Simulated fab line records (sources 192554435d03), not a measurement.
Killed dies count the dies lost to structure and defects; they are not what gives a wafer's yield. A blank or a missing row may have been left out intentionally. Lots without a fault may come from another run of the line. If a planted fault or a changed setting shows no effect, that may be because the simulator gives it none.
The same fault as seen by 2 desks	flow n5 finfet	only its own numbers are on each desk; what lay behind them is given at the end

## FROM THE METROLOGY DESK
What the gauges read, lot by lot, whatever tool the lot ran on: means of the sampled wafers that have a number. A lot is out of limits, marked OUT, if its mean lies more than 4 standard deviations from the usual mean; the brackets give that distance. Readings shown: 7 out of 11 (the first out of limits, and those lying furthest out on some lot).
Columns: A = trench depth nm at N5_BEOL_M4_OCD_MEAS_38, usual 55.6 nm; B = DIBL_N at N5_BEOL_M4_RC_MEAS_101, usual 37.5 mV/V; C = IOFF_P at N5_BEOL_M4_RC_MEAS_101, usual 0.24 nA/um; D = ION_P at N5_BEOL_M4_RC_MEAS_101, usual 464 uA/um; E = SS_N at N5_BEOL_M4_RC_MEAS_101, usual 72.0 mV/dec; F = VT_N at N5_BEOL_M4_RC_MEAS_101, usual 249 mV; G = VT_P at N5_BEOL_M4_RC_MEAS_101, usual -249 mV
lot	first seen here	A	B	C	D	E	F	G
L816	day 8 01:29	55.0	36.8	0.20	468	72.3	250	-252
L820	day 9 06:20	54.0	37.1	0.24	465	71.7	249	-248
L822	day 9 19:37	57.2	38.7	0.27	464	72.0	250	-246
L823	day 10 01:00	56.0	38.6	0.27	469	71.4	247	-245
L828	day 11 00:17	55.0	37.0	0.24	462	72.8	248	-248
L832	day 12 05:43	59.7	39.4	0.26	462	71.8	247	-247
L833	day 12 22:34	61.7 (+4.0) OUT	37.4	0.24	469	71.8	248	-246
L836	day 13 13:25	56.1	37.8	0.24	465	72.2	245	-251
L837	day 13 13:27	57.2	36.9	0.20	454	72.2	249	-252
This desk's verdict: out of limits on L833, starting with L833 at day 12 22:34 (trench depth nm at N5_BEOL_M4_OCD_MEAS_38). In limits: L816, L820, L822, L823, L828, L832, L836, L837.

## TOOL OWNER'S DESK, rie diel-04
The tool's own readings at N5_BEOL_M4_TRENCH_ETCH_37 (etches SiOC in C4F6/O2, target depth 55.555 nm, time 29.2 s): means of the sampled wafers that have a number, for each lot that ran on this tool. A lot is out of limits, marked OUT, if its mean lies more than 4 standard deviations from the usual mean; the brackets give that distance.
Columns: A = drypump motor current A at N5_BEOL_M4_TRENCH_ETCH_37, usual 5.7 A; B = oes_f_703_au at N5_BEOL_M4_TRENCH_ETCH_37, usual 0.83 a.u.; C = oes product au at N5_BEOL_M4_TRENCH_ETCH_37, usual 0.82 a.u.; D = rf fwd power W at N5_BEOL_M4_TRENCH_ETCH_37, usual 349.5 W; E = rf vpp V at N5_BEOL_M4_TRENCH_ETCH_37, usual 665 V; F = showerhead plenum p Torr at N5_BEOL_M4_TRENCH_ETCH_37, usual 2.90 Torr; G = throttle valve pct at N5_BEOL_M4_TRENCH_ETCH_37, usual 20.79 %
lot	first seen here	A	B	C	D	E	F	G
L820	day 9 06:11	4.9	0.68	0.67	349.0	673	2.91	21.22
L828	day 11 00:09	5.3	0.94	0.93	349.2	664	2.84	20.70
L832	day 12 05:34	5.1	1.19	0.98	432.8 (+46) OUT	596	2.87	20.87
L833	day 12 22:24	5.5	1.16	0.95	433.3 (+47) OUT	584	2.82	20.82
This desk's verdict: out of limits on L832, L833, starting with L832 at day 12 05:34 (rf fwd power W at N5_BEOL_M4_TRENCH_ETCH_37). In limits: L820, L828.

## BROUGHT TOGETHER
On L832, L833, at day 12 05:34, an alarm was possible from the tool owner's desk.
At day 12 22:34 the metrology desk could have sounded an alarm, on L833.
The metrology desk holds a record of L832, inside its limits.
All the named lots went through N5_BEOL_M4_TRENCH_ETCH_37 on rie diel-04.

## WHAT THE SIMULATOR HAD PUT IN
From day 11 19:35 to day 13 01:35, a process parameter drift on rie diel-04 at N5_BEOL_M4_TRENCH_ETCH_37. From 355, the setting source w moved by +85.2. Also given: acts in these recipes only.
Struck lots among those shown: L832, L833.
Delay (hours) between the fault's onset and each desk's first out-of-limits reading: 10 at the tool owner's desk, 27 at the metrology desk.
